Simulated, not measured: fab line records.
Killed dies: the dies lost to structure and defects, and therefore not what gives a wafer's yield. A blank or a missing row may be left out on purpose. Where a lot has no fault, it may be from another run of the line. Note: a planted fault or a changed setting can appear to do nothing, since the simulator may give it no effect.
Chamber matching + flow nand-harc + NHARC_A_ZERO_WELL_DESCUM_12 on rie-diel-06: 4 sister chambers
The step chemistry O2, time 3 s. 14 wafers are shown with their chamber, then 7 later ones without.

== WAFERS WITH THEIR CHAMBER ==
| wafer  | chamber | drypump-motor-current-A (A) | oes-product-au (a.u.) | rf-vpp-V (V) |
|--------|---------|-----------------------------|-----------------------|--------------|
| L164.1 | 0       | 5.8                         | 0.977                 | 57.5         |
| L164.5 | 1       | 5.4                         | 0.979                 | 57.2         |
| L164.6 | 3       | 5.4                         | 1.012                 | 57.6         |
| L170.4 | 0       | 5.9                         | 0.976                 | 58.2         |
| L170.5 | 2       | 5.4                         | 0.999                 | 58.3         |
| L170.6 | 1       | 5.4                         | 0.980                 | 57.8         |
| L176.1 | 3       | 5.4                         | 0.994                 | 56.5         |
| L176.3 | 0       | 5.9                         | 0.987                 | 57.5         |
| L176.4 | 2       | 5.4                         | 0.988                 | 58.4         |
| L177.3 | 0       | 5.8                         | 0.969                 | 59.8         |
| L177.4 | 1       | 5.4                         | 0.992                 | 56.9         |
| L177.6 | 1       | 5.4                         | 0.996                 | 57.7         |
| L178.1 | 2       | 5.4                         | 0.984                 | 58.6         |
| L178.2 | 3       | 5.4                         | 1.001                 | 57.4         |

SIGNATURES (means of the wafers above)
| reading                 | chamber 0 | chamber 1 | chamber 2 | chamber 3 | scatter within a chamber |
|-------------------------|-----------|-----------|-----------|-----------|--------------------------|
| drypump-motor-current-A | 5.850     | 5.400     | 5.400     | 5.400     | 0.0316                   |
| oes-product-au          | 0.97725   | 0.98675   | 0.99033   | 1.00233   | 0.00818                  |
| rf-vpp-V                | 58.250    | 57.400    | 58.433    | 57.167    | 0.693                    |
Rule: for each reading, subtract the chamber's mean from the wafer's reading, divide by that reading's scatter and square the result; add these up over the readings and take the root, which gives the wafer's distance from the chamber. The wafer belongs to the nearest chamber; if the next one is less than 2 further off, it can't be placed. The scatter: the root of (the sum of the squares of (reading less its chamber's mean) over the shown wafers, divided by (wafers less chambers)).

== WAFERS MISSING THEIR CHAMBER ==
| wafer  | drypump-motor-current-A (A) | oes-product-au (a.u.) | rf-vpp-V (V) |
|--------|-----------------------------|-----------------------|--------------|
| L178.3 | 5.4                         | 0.977                 | 58.3         |
| L182.1 | 5.5                         | 0.967                 | 57.7         |
| L182.3 | 5.4                         | 0.996                 | 58.8         |
| L182.5 | 5.4                         | 1.003                 | 56.8         |
| L186.4 | 5.4                         | 0.973                 | 57.9         |
| L186.5 | 5.8                         | 0.980                 | 58.0         |
| L186.6 | 5.4                         | 0.988                 | 57.0         |

== THE CHAMBER EACH PASSED THROUGH ==
| wafer  | from the rows above          | in truth |
|--------|------------------------------|----------|
| L178.3 | can't be placed: 2 or 1 or 3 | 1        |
| L182.1 | can't be placed: 1 or 2 or 3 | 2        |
| L182.3 | can't be placed: 2 or 1 or 3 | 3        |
| L182.5 | can't be placed: 3 or 1      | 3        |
| L186.4 | can't be placed: 1 or 2 or 3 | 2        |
| L186.5 | 0                            | 0        |
| L186.6 | can't be placed: 1 or 3 or 2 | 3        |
1 of 7 placed correctly. Not placeable from these rows: 6 (in 6, the candidates include the true chamber). Wrongly placed: 0.
